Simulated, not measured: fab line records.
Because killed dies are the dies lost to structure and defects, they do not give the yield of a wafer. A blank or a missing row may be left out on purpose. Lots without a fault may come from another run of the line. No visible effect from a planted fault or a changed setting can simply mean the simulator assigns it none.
Comparing a struck lot with a sound one / flow n5Finfet / 16 steps out of a route of 1938
Sound: these wafers, L172.3, L172.5. Struck: wafers L186.1, L186.6 (left out: L186.3, a lot-mate that was not struck); the cause follows at the end.
For every step that has rows: the tool of each side, followed by ch and its chambers, followed by its first start. Under that, the readings that differ: sound wafers / struck wafers / difference of the means / sigmas: that difference in standard deviations of wafers without a fault.
alike: a reading whose means differ by less than 2 such deviations, as well as words and numbers matching on both sides. not compared: withheld readings; readings where some wafer has no value; bounds like >300 that might hide an equal value; numbers whose values overlap and for which the record gives no deviation.
A row with sigmas, a row that says differs or no value, or rows on one side alone: a step with any of these is where the two part. Numbers that have no deviation but don't overlap get no sigmas and don't part them. Lack of a reading on every wafer of one side parts them only where that side has two or more wafers.

N5_MOL_CONTACT_COAG_OVL_MEAS_85:
  sound on overlay-02 ch 0, day 6 21:50; struck on overlay-01 ch 0, day 10 02:14
  alike: VG_OVL
N5_MOL_CONTACT_COAG_INSPECT_57: inspects for defects (brightfield).
  struck on defectInspect-02, day 10 02:18; sound on defectInspect-02, day 6 21:53
  alike: rawDefectCount
N5_MOL_CONTACT_COAG_DESCUM_88: chemistry O2, time 7 s.
  sound on rieDiel-05 ch 1,2, day 6 21:57; struck on rieDiel-02 ch 3, day 10 02:20
  alike: drypumpMotorCurrentA, oesProductAu, rfVppV, showerheadPlenumPTorr, throttleValvePct
  not compared: rfHoursCounterH
then, 1 step without rows for these wafers: N5_MOL_CONTACT_COAG_ETCH_89 (etches underlayer in N2/H2, target depth 13 nm, time 10.4 s).
N5_MOL_CONTACT_COAG_ETCH_90: etches SiARC in CF4, target depth 13 nm, time 21.7 s.
  sound on rieDiel-05 ch 1,2, day 6 22:01; struck on rieDiel-02 ch 3, day 10 02:23
reading=etchRfOnTimeS (s); sound=22.0 21.6; struck=20.6 20.7; difference=-1.2; sigmas=-3
  alike: drypumpMotorCurrentA, oesProductAu, rfVppV, showerheadPlenumPTorr, throttleValvePct
  not compared: rfHoursCounterH
N5_MOL_CONTACT_COAG_ALD_131: deposits SiO2, target thk 5 nm, pulse time 1 s, co reactant pulse time 1 s.
  sound on aldSin-03 ch 3, day 6 22:05; struck on aldSin-01 ch 2, day 10 02:28
  alike: heaterPowerOuterW, heaterPowerW, precursorPulseHeightRel
then, 1 step without rows for these wafers: N5_MOL_CONTACT_COAG_ETCHBACK_132 (etches SiO2 in CHF3, target depth 10 nm, time 6.7 s).
N5_MOL_CONTACT_COAG_ETCH_91: etches SOC in N2/H2, target depth 60 nm, overetch 21 nm, time 101.2 s.
  sound on rieDiel-02 ch 0,1, day 6 22:25; struck on rieDiel-02 ch 0,3, day 10 02:41
  alike: drypumpMotorCurrentA, oesProductAu, rfVppV, showerheadPlenumPTorr, throttleValvePct
  not compared: rfHoursCounterH
then, 2 steps without rows for these wafers: N5_MOL_CONTACT_COAG_STRIP_92 (strips in N2/H2); N5_MOL_CONTACT_COAG_STRIP_93 (strips in N2/H2).
N5_MOL_CONTACT_COAG_ETCHBACK_135: etches SiO2 in CHF3, target depth 25 nm, time 16.7 s.
  sound on rieDiel-02 ch 0,1, day 6 22:30; struck on rieDiel-02 ch 0,3, day 10 02:46
  alike: drypumpMotorCurrentA, oesProductAu, rfVppV, showerheadPlenumPTorr, throttleValvePct
  not compared: rfHoursCounterH
then, 1 step without rows for these wafers: N5_MOL_CONTACT_COAG_STRIP_118 (strips in CHF3).
N5_MOL_CONTACT_COAG_VIA_ETCH_46: etches SiO2 in C4F6/O2, target depth 46 nm, overetch 9.2 nm, time 40 s.
  sound on rieDiel-02 ch 0,1, day 6 22:32; struck on rieDiel-02 ch 0,3, day 10 02:49
reading=model.SOC_of_MOL_CONTACT_COAG_COAT_75.thkNm (nm); sound=50.8 50.6; struck=51.2 51.4; difference=+0.6; sigmas=
  alike: drypumpMotorCurrentA, oesProductAu, rfVppV, showerheadPlenumPTorr, throttleValvePct
  not compared: rfHoursCounterH
then, 1 step without rows for these wafers: N5_MOL_CONTACT_COAG_STRIP_96 (strips in N2/H2).
-- record jumps: 3 days separate the struck wafers' starts on either side; left off in module MOL_CONTACT_COAG, taken up again in module BEOL_M4, whose first shown step is the route's number 1111 --
N5_BEOL_M4_RC_MEAS_101:
  sound on prober-01 ch 0, day 9 12:39; struck on prober-02 ch 0, day 13 10:50
  alike: DIBL_N, DIBL_P, IOFF_N, IOFF_P, ION_N, ION_P, SS_N, SS_P, VT_N, VT_P
-- record jumps: 4 days separate the struck wafers' starts on either side; left off in module BEOL_M4, taken up again in module PASSIVATION, whose first shown step is the route's number 1936 --
N5_PASSIVATION_PROBE_49:
  struck on prober-02, day 17 15:50; sound on prober-02, day 14 04:17
reading=defectLimitedYield (%); sound=91.3 90.1; struck=94.0; difference=+3.3; sigmas=+2
reading=killedDies; sound=103 117; struck=71; difference=-39; sigmas=-2
reading=killedShort; sound=35 36; struck=17; difference=-18; sigmas=-2
reading=sort_bin_6_memory (%); sound=3.6 3.6; struck=1.4; difference=-2.2; sigmas=-3
reading=sortNPass; sound=1077 1063; struck=1109; difference=+39; sigmas=+2
reading=sortYieldPct (%); sound=91.3 90.1; struck=94.0; difference=+3.3; sigmas=+2
  alike: killed_at_M0_to_M3, killed_at_M4_up, killedAtContacts, killedAtFrontEnd, killedAtOther, killedOpen, sort_bin_5_function

WHERE THEY PART
First at N5_MOL_CONTACT_COAG_ETCH_90; last, within this record, at N5_PASSIVATION_PROBE_49.

WHY: the cause the simulator had injected
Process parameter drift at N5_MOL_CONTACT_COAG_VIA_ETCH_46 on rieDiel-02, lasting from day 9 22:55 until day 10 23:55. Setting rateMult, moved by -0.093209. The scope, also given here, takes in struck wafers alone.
